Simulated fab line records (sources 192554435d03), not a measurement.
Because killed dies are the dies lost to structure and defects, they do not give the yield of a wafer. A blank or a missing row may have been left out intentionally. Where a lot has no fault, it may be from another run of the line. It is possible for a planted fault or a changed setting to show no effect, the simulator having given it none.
Chamber matching / flow n5_finfet / N5_BEOL_M8_CURE_75 on uv_cure-02: 3 sister chambers
The step cures SiCOH lowk, time 120 s. 24 wafers are shown with their chamber, then 12 later ones without.

EACH WAFER AND ITS CHAMBER
wafer=L075.1; chamber=2; wafer_temp_C_max=371.8; lamp_power_pct (%)=52.37
wafer=L075.2; chamber=2; wafer_temp_C_max=372.1; lamp_power_pct (%)=52.28
wafer=L075.6; chamber=2; wafer_temp_C_max=372.6; lamp_power_pct (%)=52.24
wafer=L077.1; chamber=1; wafer_temp_C_max=371.6; lamp_power_pct (%)=52.32
wafer=L077.4; chamber=1; wafer_temp_C_max=371.1; lamp_power_pct (%)=52.25
wafer=L077.5; chamber=1; wafer_temp_C_max=371.3; lamp_power_pct (%)=52.33
wafer=L078.1; chamber=1; wafer_temp_C_max=371.2; lamp_power_pct (%)=52.43
wafer=L078.4; chamber=1; wafer_temp_C_max=371.4; lamp_power_pct (%)=52.32
wafer=L078.6; chamber=1; wafer_temp_C_max=371.4; lamp_power_pct (%)=52.25
wafer=L079.4; chamber=1; wafer_temp_C_max=371.1; lamp_power_pct (%)=52.30
wafer=L079.5; chamber=1; wafer_temp_C_max=371.1; lamp_power_pct (%)=52.41
wafer=L079.6; chamber=1; wafer_temp_C_max=371.5; lamp_power_pct (%)=52.37
wafer=L082.1; chamber=1; wafer_temp_C_max=371.5; lamp_power_pct (%)=52.25
wafer=L082.2; chamber=1; wafer_temp_C_max=371.5; lamp_power_pct (%)=52.36
wafer=L082.3; chamber=1; wafer_temp_C_max=371.5; lamp_power_pct (%)=52.37
wafer=L081.1; chamber=0; wafer_temp_C_max=372.1; lamp_power_pct (%)=52.39
wafer=L081.2; chamber=0; wafer_temp_C_max=372.8; lamp_power_pct (%)=52.30
wafer=L081.3; chamber=0; wafer_temp_C_max=371.9; lamp_power_pct (%)=52.36
wafer=L088.3; chamber=2; wafer_temp_C_max=371.4; lamp_power_pct (%)=52.39
wafer=L088.5; chamber=2; wafer_temp_C_max=372.6; lamp_power_pct (%)=52.40
wafer=L088.6; chamber=2; wafer_temp_C_max=371.6; lamp_power_pct (%)=52.38
wafer=L087.3; chamber=2; wafer_temp_C_max=372.2; lamp_power_pct (%)=52.29
wafer=L087.5; chamber=2; wafer_temp_C_max=372.8; lamp_power_pct (%)=52.28
wafer=L087.6; chamber=2; wafer_temp_C_max=371.7; lamp_power_pct (%)=52.36

SIGNATURES (means of the wafers above)
reading=wafer_temp_C_max; chamber 0=372.267; chamber 1=371.350; chamber 2=372.089; scatter within a chamber=0.366
reading=lamp_power_pct; chamber 0=52.3500; chamber 1=52.3300; chamber 2=52.3322; scatter within a chamber=0.059
Rule: for each reading, subtract the chamber's mean from the wafer's reading, divide by that reading's scatter and square the result; add these up over the readings and take the root, which gives the wafer's distance from the chamber. If the next closest chamber is less than 2 further off than the closest, the wafer can't be placed; otherwise it belongs to the closest. The scatter: the root of (the sum of the squares of (reading less its chamber's mean) over the shown wafers, divided by (wafers less chambers)).

WAFERS WITHOUT THEIR CHAMBER
wafer=L090.2; wafer_temp_C_max=371.5; lamp_power_pct (%)=52.27
wafer=L090.4; wafer_temp_C_max=372.8; lamp_power_pct (%)=52.25
wafer=L090.6; wafer_temp_C_max=372.1; lamp_power_pct (%)=52.33
wafer=L091.1; wafer_temp_C_max=371.6; lamp_power_pct (%)=52.27
wafer=L091.2; wafer_temp_C_max=371.5; lamp_power_pct (%)=52.26
wafer=L091.4; wafer_temp_C_max=371.2; lamp_power_pct (%)=52.27
wafer=L094.3; wafer_temp_C_max=371.5; lamp_power_pct (%)=52.36
wafer=L094.5; wafer_temp_C_max=371.2; lamp_power_pct (%)=52.32
wafer=L094.6; wafer_temp_C_max=371.9; lamp_power_pct (%)=52.37
wafer=L093.1; wafer_temp_C_max=372.5; lamp_power_pct (%)=52.32
wafer=L093.2; wafer_temp_C_max=371.8; lamp_power_pct (%)=52.24
wafer=L093.4; wafer_temp_C_max=371.6; lamp_power_pct (%)=52.35

EACH ONE'S CHAMBER
wafer=L090.2; from the rows above=can't be placed: 1 or 2 or 0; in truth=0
wafer=L090.4; from the rows above=can't be placed: 0 or 2 or 1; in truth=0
wafer=L090.6; from the rows above=can't be placed: 2 or 0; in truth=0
wafer=L091.1; from the rows above=can't be placed: 1 or 2 or 0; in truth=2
wafer=L091.2; from the rows above=can't be placed: 1 or 2 or 0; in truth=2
wafer=L091.4; from the rows above=can't be placed: 1 or 2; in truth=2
wafer=L094.3; from the rows above=can't be placed: 1 or 2 or 0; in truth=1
wafer=L094.5; from the rows above=can't be placed: 1 or 2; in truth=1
wafer=L094.6; from the rows above=can't be placed: 2 or 0 or 1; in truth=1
wafer=L093.1; from the rows above=can't be placed: 0 or 2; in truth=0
wafer=L093.2; from the rows above=can't be placed: 2 or 1 or 0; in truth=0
wafer=L093.4; from the rows above=can't be placed: 1 or 2 or 0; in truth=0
Placed correctly: 0 of 12. Can't be placed from these rows: 12 (the true chamber is among the candidates in 12). Wrongly placed: 0.
